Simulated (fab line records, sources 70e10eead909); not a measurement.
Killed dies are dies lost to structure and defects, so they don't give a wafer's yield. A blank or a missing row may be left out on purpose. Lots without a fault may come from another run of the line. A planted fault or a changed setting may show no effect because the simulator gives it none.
One fault seen from 2 desks | flow nand_harc | each desk has only its own numbers; what lay behind them comes last

THE TOOL OWNER'S DESK: pecvd-03
The tool's own readings at NHARC_P_BONDPAD_DEP_00 (deposits SiCN, target thk 250 nm): means of the sampled wafers that have a number, for each lot that ran on this tool. A lot is out of limits, marked OUT, if its mean lies more than 4 standard deviations from the usual mean; the brackets give that distance.
Columns: A = chamber_pressure_Torr at NHARC_P_BONDPAD_DEP_00, usual 2.999 Torr; B = heater_power_w at NHARC_P_BONDPAD_DEP_00, usual 603 W
lot  | first seen here | A     | B
L884 | day 9 19:40     | 3.000 | 581
L888 | day 11 11:25    | 2.996 | 568
L892 | day 12 13:36    | 3.005 | 540
L893 | day 13 08:02    | 3.007 | 542
This desk's finding: nothing out of limits on any of the 4 lots.

THE METROLOGY DESK
What the gauges read, lot by lot, whatever tool the lot ran on: means of the sampled wafers that have a number. A lot is out of limits, marked OUT, if its mean lies more than 4 standard deviations from the usual mean; the brackets give that distance.
Columns: A = thk_nm at NHARC_P_BONDPAD_THK_MEAS_33, usual 199.9 nm
lot  | first seen here | A
L877 | day 6 22:53     | 200.6
L879 | day 7 18:28     | 200.3
L880 | day 7 20:27     | 198.9
L881 | day 8 09:50     | 200.9
L882 | day 8 16:06     | 200.2
L883 | day 9 03:11     | 199.8
L884 | day 9 20:17     | 200.0
L885 | day 9 21:08     | 199.5
L886 | day 10 13:58    | 199.2
L888 | day 11 12:01    | 199.0
L889 | day 11 17:41    | 198.9
L892 | day 12 14:11    | 188.2 (-7.8) OUT
L893 | day 13 08:36    | 187.7 (-8.1) OUT
L900 | day 16 02:15    | 200.6
This desk's finding: out of limits on L892, L893; first on L892, day 12 14:11 (thk_nm at NHARC_P_BONDPAD_THK_MEAS_33). In limits: L877, L879, L880, L881, L882, L883, L884, L885, L886, L888, L889, L900.

PUT TOGETHER
The metrology desk could have raised an alarm at day 12 14:11, on L892, L893.
The tool owner's desk saw nothing out of limits.
The tool owner's desk has L892, L893 on record, within its limits.
Of the lots named, all ran NHARC_P_BONDPAD_DEP_00 on pecvd-03.

WHAT THE SIMULATOR HAD PUT IN
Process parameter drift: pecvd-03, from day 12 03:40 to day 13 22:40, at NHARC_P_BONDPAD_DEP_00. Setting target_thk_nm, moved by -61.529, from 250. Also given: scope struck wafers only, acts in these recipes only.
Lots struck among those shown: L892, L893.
Hours from the fault's start to each desk's first reading out of limits: the metrology desk, 11.
